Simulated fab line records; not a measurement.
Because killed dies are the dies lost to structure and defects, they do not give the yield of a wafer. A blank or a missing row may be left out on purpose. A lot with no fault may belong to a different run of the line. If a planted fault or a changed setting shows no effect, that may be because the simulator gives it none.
The tool behind it: which one? -- flow nand-harc -- 6 lots, 18 wafers sampled, at 2 steps of a route of 1302

## WHAT THE GAUGES READ, wafer by wafer
NHARC_A_SLIT_OVL_MEAS_10.
lot,measured,on,overlay-x-nm (nm)
L846,day 20 05:28,overlay-02,0.2 -0.8 0.3
L850,day 21 00:26,overlay-01,-1.2 -1.5 -1.0
L856,day 23 18:04,overlay-01,0.7 1.3 0.4
L857,day 24 16:22,overlay-02,-0.4 -0.4 -0.6
L863,day 26 19:20,overlay-02,1.7 1.1 1.2
L866,day 27 20:31,overlay-01,-0.6 0.4 -0.5

## EACH LOT AND THE TOOL THAT RAN IT (in order: tool; ch and the chambers of the sampled wafers; start)
lot,NHARC_A_SLIT_DEP_25
L846,"pecvd-03 ch 0,1, day 19 23:49"
L850,"pecvd-03 ch 1,2, day 20 18:19"
L856,"pecvd-01 ch 0,1,2, day 23 11:17"
L857,"pecvd-01 ch 1,2, day 24 09:53"
L863,"pecvd-01 ch 0,2, day 26 08:25"
L866,"pecvd-03 ch 1,2, day 27 15:29"
- NHARC_A_SLIT_DEP_25: deposits SiO2, target thk 200 nm.

## THE ANSWER, worked out from the rows above alone
Rule: the usual values come from the lots themselves. Put in order of their means at a reading, lots are off if they are a third of the lots or fewer, leave a main group of 4 or more, and stand apart from it by a gap of 3 or more times the standard deviation of the main group's means; of several such gaps the widest counts. Not used: any main group whose means are identical at the precision the tables above print for the reading. A lot without any number at a reading at which 4 lots or more have one is off too. Where the step has rows for the other lots, those lots are counted as sound.
No lot is off at any reading shown: from this, nothing can be told.

## WHAT THE SIMULATOR PUT IN
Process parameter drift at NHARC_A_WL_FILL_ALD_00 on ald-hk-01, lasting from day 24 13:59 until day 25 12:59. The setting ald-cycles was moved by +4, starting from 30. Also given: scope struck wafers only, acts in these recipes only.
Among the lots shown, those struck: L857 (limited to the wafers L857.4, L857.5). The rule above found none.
